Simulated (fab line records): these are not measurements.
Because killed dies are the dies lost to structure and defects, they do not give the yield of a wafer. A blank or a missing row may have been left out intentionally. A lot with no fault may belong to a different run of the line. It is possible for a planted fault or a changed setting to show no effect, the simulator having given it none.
What tool caused it?    flow n5_finfet    23 lots, 69 wafers sampled, at 4 steps of a route of 1938

## WHAT THE GAUGES READ, wafer by wafer
N5_BEOL_M8_INSPECT_30: inspects for defects (brightfield). Usual: raw_defect_count reads 405 (standard deviation 79).
lot   measured      on                 raw_defect_count  flag
L074  day 9 04:23   defect_inspect-02  500 410 484       
L075  day 9 10:26   defect_inspect-02  547 376 502       
L076  day 9 13:49   defect_inspect-02  333 453 268       
L077  day 9 22:35   defect_inspect-01  442 354 351       
L078  day 9 22:38   defect_inspect-01  436 650 425       
L079  day 10 11:42  defect_inspect-02  396 372 472       
L080  day 10 19:23  defect_inspect-01  392 446 418       
L081  day 10 23:25  defect_inspect-02  394 543 456       
L082  day 11 12:04  defect_inspect-01  279 327 249       
L083  day 11 17:41  defect_inspect-01  308 437 530       
L084  day 11 22:01  defect_inspect-02  446 422 435       
L085  day 11 21:55  defect_inspect-02  445 344 450       
L086  day 12 14:49  defect_inspect-02  395 428 337       
L088  day 12 17:23  defect_inspect-02  321 372 499       
L089  day 12 18:31  defect_inspect-01  357 355 444       
L090  day 13 05:33  defect_inspect-02  411 379 490       
L091  day 13 11:52  defect_inspect-02  354 392 333       
L092  day 13 16:16  defect_inspect-02  315 308 339       
L093  day 14 13:20  defect_inspect-02  466 453 434       
L094  day 14 13:10  defect_inspect-01  429 582 401       
L095  day 14 14:34  defect_inspect-01  390 308 337       
L096  day 15 04:41  defect_inspect-02  329 354 352       
L097  day 15 08:59  defect_inspect-02  375 526 435       

## TOOL THAT RAN EACH LOT (tool first, then ch and the chambers of the sampled wafers, then the start)
lot   N5_BEOL_M7_ETCH_66                  N5_BEOL_M7_ANNEAL_51              N5_BEOL_M8_ETCH_62
L074  rie_diel-01 ch 1,2, day 8 20:26     rtp_anneal-01 ch 0, day 8 22:29   rie_diel-04 ch 0,2, day 9 02:19
L075  rie_diel-03 ch 0,1, day 9 02:54     rtp_anneal-01 ch 0, day 9 06:02   rie_diel-04 ch 0,1,2, day 9 09:38
L076  rie_diel-03 ch 0,1,3, day 9 04:54   rtp_anneal-02 ch 0, day 9 08:43   rie_diel-05 ch 0,2,3, day 9 12:46
L077  rie_diel-02 ch 2,3, day 9 14:00     rtp_anneal-02 ch 0, day 9 16:17   rie_diel-05 ch 0,3, day 9 19:57
L078  rie_diel-01 ch 1,2,3, day 9 14:25   rtp_anneal-01 ch 0, day 9 17:35   rie_diel-06 ch 0,2,3, day 9 20:23
L079  rie_diel-01 ch 1,2,3, day 10 04:24  rtp_anneal-01 ch 0, day 10 07:47  rie_diel-05 ch 0,1,3, day 10 10:39
L080  rie_diel-01 ch 1,3, day 10 10:32    rtp_anneal-02 ch 0, day 10 13:11  rie_diel-04 ch 0,1,3, day 10 17:40
L081  rie_diel-03 ch 2,3, day 10 16:08    rtp_anneal-02 ch 0, day 10 18:32  rie_diel-06 ch 1,2,3, day 10 21:34
L082  rie_diel-02 ch 0,2, day 11 02:55    rtp_anneal-01 ch 0, day 11 06:41  rie_diel-05 ch 2,3, day 11 11:10
L083  rie_diel-01 ch 0,1, day 11 09:14    rtp_anneal-01 ch 0, day 11 10:52  rie_diel-05 ch 2,3, day 11 13:46
L084  rie_diel-03 ch 0,2,3, day 11 12:05  rtp_anneal-01 ch 0, day 11 14:04  rie_diel-04 ch 0,2,3, day 11 19:14
L085  rie_diel-03 ch 0,2, day 11 12:29    rtp_anneal-02 ch 0, day 11 17:42  rie_diel-06 ch 0,1,2, day 11 20:32
L086  rie_diel-03 ch 0,1,2, day 12 08:35  rtp_anneal-01 ch 0, day 12 10:35  rie_diel-05 ch 2,3, day 12 13:23
L088  rie_diel-02 ch 0,1, day 12 09:34    rtp_anneal-01 ch 0, day 12 12:19  rie_diel-06 ch 0,1,3, day 12 16:29
L089  rie_diel-03 ch 0,1, day 12 11:29    rtp_anneal-01 ch 0, day 12 15:05  rie_diel-04 ch 0,2,3, day 12 17:45
L090  rie_diel-02 ch 0,1,3, day 12 22:13  rtp_anneal-02 ch 0, day 13 00:23  rie_diel-06 ch 0,1, day 13 03:03
L091  rie_diel-03 ch 1,2, day 13 05:44    rtp_anneal-02 ch 0, day 13 07:51  rie_diel-06 ch 0,1,2, day 13 10:41
L092  rie_diel-02 ch 1,2,3, day 13 08:19  rtp_anneal-02 ch 0, day 13 10:21  rie_diel-05 ch 1,2,3, day 13 13:39
L093  rie_diel-03 ch 0,1,2, day 14 05:44  rtp_anneal-02 ch 0, day 14 08:41  rie_diel-04 ch 0,1,2, day 14 12:07
L094  rie_diel-01 ch 0,2,3, day 14 05:58  rtp_anneal-02 ch 0, day 14 09:01  rie_diel-05 ch 1,2, day 14 11:56
L095  rie_diel-02 ch 0,3, day 14 06:43    rtp_anneal-02 ch 0, day 14 09:30  rie_diel-05 ch 1,2,3, day 14 13:44
L096  rie_diel-01 ch 1,3, day 14 18:44    rtp_anneal-02 ch 0, day 14 23:07  rie_diel-05 ch 0,1, day 15 02:14
L097  rie_diel-01 ch 0,2, day 14 23:31    rtp_anneal-01 ch 0, day 15 01:54  rie_diel-05 ch 1,2,3, day 15 05:54
- N5_BEOL_M7_ETCH_66: etches SOC in N2/H2, target depth 80 nm, overetch 16 nm, time 120 s.
- N5_BEOL_M7_ANNEAL_51: time 90 s.
- N5_BEOL_M8_ETCH_62: etches SOC in N2/H2, target depth 110 nm, overetch 22 nm, time 165 s.

## AS READ BY THE TOOLS THEMSELVES (means over the sampled wafers that have a number; for cases with no such wafer, the mark the record gives instead)
N5_BEOL_M7_ETCH_66. Usual: bias_w 150.0 W, standard deviation 0.44; drypump_motor_current_A 5.8 A, standard deviation 0.35; oes_product_au 0.58 a.u., standard deviation 0.06; rf_vpp_V 523.7 V, standard deviation 2.5; showerhead_plenum_p_Torr 2.53 Torr, standard deviation 0.087; throttle_valve_pct 17.9 %, standard deviation 0.3.
lot   tool         bias_w (W)  drypump_motor_current_A (A)  oes_product_au (a.u.)  rf_vpp_V (V)  showerhead_plenum_p_Torr (Torr)  throttle_valve_pct (%)  flag
L074  rie_diel-01  150.0       5.8                          0.56                   522.6         2.50                             17.9                    
L075  rie_diel-03  149.7       6.1                          0.57                   526.7         2.64                             18.1                    
L076  rie_diel-03  150.4       5.9                          0.56                   525.1         2.55                             17.9                    
L077  rie_diel-02  149.9       5.2                          0.55                   522.5         2.53                             17.8                    
L078  rie_diel-01  149.9       5.7                          0.57                   522.8         2.50                             18.0                    
L079  rie_diel-01  149.4       5.7                          0.56                   522.4         2.50                             18.0                    
L080  rie_diel-01  149.9       5.4                          0.55                   524.2         2.52                             17.9                    
L081  rie_diel-03  149.9       5.8                          0.61                   522.7         2.49                             17.7                    
L082  rie_diel-02  150.5       5.9                          0.54                   523.6         2.53                             18.4                    
L083  rie_diel-01  150.0       5.6                          0.53                   523.5         2.50                             17.8                    
L084  rie_diel-03  150.4       5.8                          0.61                   525.0         2.57                             17.7                    
L085  rie_diel-03  149.9       5.8                          0.61                   526.7         2.65                             17.8                    
L086  rie_diel-03  149.6       6.0                          0.61                   526.4         2.64                             17.9                    
L088  rie_diel-02  150.2       6.0                          0.62                   522.8         2.49                             17.9                    
L089  rie_diel-03  149.8       5.9                          0.55                   525.5         2.62                             18.0                    
L090  rie_diel-02  149.8       5.8                          0.60                   523.3         2.51                             17.9                    
L091  rie_diel-03  149.8       6.1                          0.66                   526.9         2.66                             17.9                    
L092  rie_diel-02  149.7       5.4                          0.58                   522.7         2.51                             17.7                    
L093  rie_diel-03  149.6       6.0                          0.60                   527.2         2.64                             17.9                    
L094  rie_diel-01  150.0       5.8                          0.61                   522.6         2.48                             17.7                    
L095  rie_diel-02  149.8       5.7                          0.57                   523.2         2.54                             17.9                    
L096  rie_diel-01  150.0       5.5                          0.53                   522.9         2.50                             18.0                    
L097  rie_diel-01  150.3       5.9                          0.65                   521.8         2.48                             17.5                    

N5_BEOL_M7_ANNEAL_51. Usual: anneal_temp_c_max 226.41, standard deviation 0.29; wafer_temp_C_max 226.04, standard deviation 0.23.
lot   tool           anneal_temp_c_max  wafer_temp_C_max  flag
L074  rtp_anneal-01  226.32             226.10            
L075  rtp_anneal-01  226.90             225.85            
L076  rtp_anneal-02  225.98             226.16            
L077  rtp_anneal-02  226.18             226.22            
L078  rtp_anneal-01  226.78             225.98            
L079  rtp_anneal-01  226.50             226.02            
L080  rtp_anneal-02  226.50             226.39            
L081  rtp_anneal-02  226.36             225.97            
L082  rtp_anneal-01  226.41             226.11            
L083  rtp_anneal-01  226.39             226.19            
L084  rtp_anneal-01  226.20             226.11            
L085  rtp_anneal-02  226.25             226.04            
L086  rtp_anneal-01  226.18             225.81            
L088  rtp_anneal-01  226.38             225.80            
L089  rtp_anneal-01  226.43             225.92            
L090  rtp_anneal-02  226.59             226.15            
L091  rtp_anneal-02  226.28             225.90            
L092  rtp_anneal-02  226.18             226.15            
L093  rtp_anneal-02  226.18             225.95            
L094  rtp_anneal-02  226.43             226.08            
L095  rtp_anneal-02  226.15             226.28            
L096  rtp_anneal-02  226.86             225.79            
L097  rtp_anneal-01  226.65             226.09            

N5_BEOL_M8_ETCH_62. Usual: bias_w 149.9 W, standard deviation 0.45; drypump_motor_current_A 5.7 A, standard deviation 0.44; oes_product_au 0.69 a.u., standard deviation 0.08; rf_vpp_V 525.2 V, standard deviation 2; showerhead_plenum_p_Torr 2.60 Torr, standard deviation 0.078; throttle_valve_pct 17.76 %, standard deviation 0.19.
lot   tool         bias_w (W)  drypump_motor_current_A (A)  oes_product_au (a.u.)  rf_vpp_V (V)  showerhead_plenum_p_Torr (Torr)  throttle_valve_pct (%)  flag
L074  rie_diel-04  149.8       5.5                          0.71                   523.4         2.54                             17.88                   
L075  rie_diel-04  150.1       5.3                          0.65                   524.4         2.57                             18.05                   
L076  rie_diel-05  149.8       6.0                          0.69                   527.0         2.68                             17.74                   
L077  rie_diel-05  149.6       5.8                          0.71                   527.8         2.70                             17.78                   
L078  rie_diel-06  149.3       5.9                          0.62                   524.9         2.58                             17.81                   
L079  rie_diel-05  149.4       5.6                          0.73                   526.8         2.66                             17.72                   
L080  rie_diel-04  150.6       5.5                          0.69                   522.6         2.52                             17.76                   
L081  rie_diel-06  149.8       6.0                          0.60                   524.5         2.56                             17.85                   
L082  rie_diel-05  150.2       6.1                          0.70                   527.7         2.69                             17.80                   
L083  rie_diel-05  149.7       5.8                          0.71                   528.3         2.70                             17.83                   
L084  rie_diel-04  150.0       5.4                          0.76                   523.5         2.52                             17.66                   
L085  rie_diel-06  150.2       6.0                          0.61                   525.0         2.56                             17.72                   
L086  rie_diel-05  149.5       5.8                          0.70                   527.7         2.70                             17.84                   
L088  rie_diel-06  149.9       5.9                          0.69                   523.2         2.51                             17.72                   
L089  rie_diel-04  150.4       5.4                          0.75                   523.4         2.52                             17.68                   
L090  rie_diel-06  149.8       6.0                          0.76                   522.7         2.49                             17.47                   
L091  rie_diel-06  150.1       6.0                          0.68                   525.5         2.56                             17.61                   
L092  rie_diel-05  149.9       5.7                          0.71                   526.9         2.66                             17.79                   
L093  rie_diel-04  149.8       5.3                          0.75                   523.5         2.55                             17.83                   
L094  rie_diel-05  149.7       6.0                          0.69                   525.4         2.64                             17.78                   
L095  rie_diel-05  149.9       5.7                          0.70                   525.7         2.65                             17.81                   
L096  rie_diel-05  150.1       5.5                          0.70                   525.1         2.60                             17.73                   
L097  rie_diel-05  150.3       5.7                          0.69                   526.7         2.65                             17.81                   

## THE ANSWER, worked out from the rows above alone
Rule: take the mean of a lot's wafers that have a number; if it is more than 3 standard deviations from the usual mean, the lot is off. Also off: a lot with no number at a reading for which 4 or more lots have one. All remaining lots with rows at the step are treated as sound. The gauges are gone through in route order, then the tools' own readings, and for those a lot's mean is taken as printed above. At the first step where some lot is off, the reading lying furthest off is the one used; lots without a number count as furthest.
Nothing can be told from this: no lot is off at any reading shown.

## WHAT HAD BEEN PUT IN BY THE SIMULATOR
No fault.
